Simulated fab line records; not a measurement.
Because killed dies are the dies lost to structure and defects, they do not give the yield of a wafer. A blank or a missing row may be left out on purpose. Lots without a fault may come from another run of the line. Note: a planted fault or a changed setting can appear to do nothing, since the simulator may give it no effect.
Code-filled problem report in 8D (eight disciplines) form :: flow n5 finfet :: the parts of the form that need people (team, actions taken, sign-off) are left out

1. THE PROBLEM
Wafers without a fault read 143.5 s with a standard deviation of 0.49, while run length s at N5_BEOL_M7_ETCH_66 averages 93.3 s across 2 wafers of 1 lot. That is -99 or more standard deviations from the usual mean.
The step: etches SOC in N2/H2, target depth 80 nm, overetch 16 nm, time 120 s.
Earliest sighting: wafer L453.2 on rie diel-03 at day 12 10:34. At this step, 8 wafers from 3 lots have a number in the record. The rule behind "out" and "out of limits": a value lying over 4 standard deviations away from the usual mean. The other wafers with a number count as sound.

2. WHAT IT IS, WHAT IT ISN'T
question: which readings at this step
is: run length s
is not: drypump motor current A, rf vpp V, showerhead plenum p Torr, throttle valve pct

question: which lots
is: L453
is not: L461, L464

question: which wafers of those lots
is: L453.2, L453.5
is not: L453.1

question: read on which tools
is: rie diel-03
is not: rie diel-04

question: when
is: from day 12 10:34
is not: up to then (1 sound wafer); but 5 sound wafers of L461, L464 came after

3. SUSPECTS, AND WHAT RULES EACH OUT
Counting: any tool at a process step up to the reading remains a suspect provided it ran every lot that is out. Sound lots after the first of them don't rule it out here, since some wafers of a struck lot are sound.
- rie diel-03 at N5_BEOL_M7_ETCH_66 (etches SOC in N2/H2, target depth 80 nm, overetch 16 nm, time 120 s): kept. It ran the lot that is out, L453 (day 12 10:34). On those wafers its own readings are out: run length s.
- The sound lot-mates ran in chamber 1 of rie diel-03 at N5_BEOL_M7_ETCH_66, but the wafers that are out ran in chamber 0.
Left after counting: rie diel-03 at N5_BEOL_M7_ETCH_66.

4. THE CAUSE (what the simulator had put in)
rie diel-03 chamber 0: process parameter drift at N5_BEOL_M7_ETCH_66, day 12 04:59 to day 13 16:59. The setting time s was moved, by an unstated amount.
After counting, this tool was the only one left.

5. THE EFFECT CHAIN, in route order
Each row: a reading where the mean over the struck wafers with a number is more than 3 standard deviations away from the usual. Only readings for which the record gives a usual standard deviation are gone through. hours: the time from each lot's start at the first step in this table that gives one to its start at this step, as a median over the lots. sigmas: the change in usual standard deviations.
hours: 0
step: N5_BEOL_M7_ETCH_66
reading: oes product au
usual: 0.62 a.u.
on struck wafers: 0.84
change: +0.22
sigmas: +3.5

hours: 0
step: N5_BEOL_M7_ETCH_66
reading: run length s
usual: 143.5 s
on struck wafers: 93.3
change: -50.2
sigmas: -99 or more

hours: 79
step: N5_PASSIVATION_PROBE_49
reading: defect limited yield
usual: 90.9 %
on struck wafers: 81.2
change: -9.7
sigmas: -6.0

hours: 79
step: N5_PASSIVATION_PROBE_49
reading: killed_at_M4_up
usual: 13
on struck wafers: 100
change: +86
sigmas: +16

hours: 79
step: N5_PASSIVATION_PROBE_49
reading: killed dies
usual: 107
on struck wafers: 221
change: +114
sigmas: +6.3

hours: 79
step: N5_PASSIVATION_PROBE_49
reading: killed on rim
usual: 14
on struck wafers: 51
change: +37
sigmas: +8.8

hours: 79
step: N5_PASSIVATION_PROBE_49
reading: sort_bin_5_function
usual: 5.3 %
on struck wafers: 13.6
change: +8.2
sigmas: +8.2

hours: 79
step: N5_PASSIVATION_PROBE_49
reading: sort n pass
usual: 1073
on struck wafers: 959
change: -114
sigmas: -6.0

hours: 79
step: N5_PASSIVATION_PROBE_49
reading: sort yield pct
usual: 90.9 %
on struck wafers: 81.2
change: -9.7
sigmas: -6.0
It contains these process steps:
- N5_BEOL_M7_ETCH_66: etches SOC in N2/H2, target depth 80 nm, overetch 16 nm, time 120 s.
- N5_PASSIVATION_PROBE_49

6. HOW IT WOULD HAVE BEEN CAUGHT EARLIER
In this record no reading fell out of limits until day 12 10:34, 6 hours after the fault had begun at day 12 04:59.
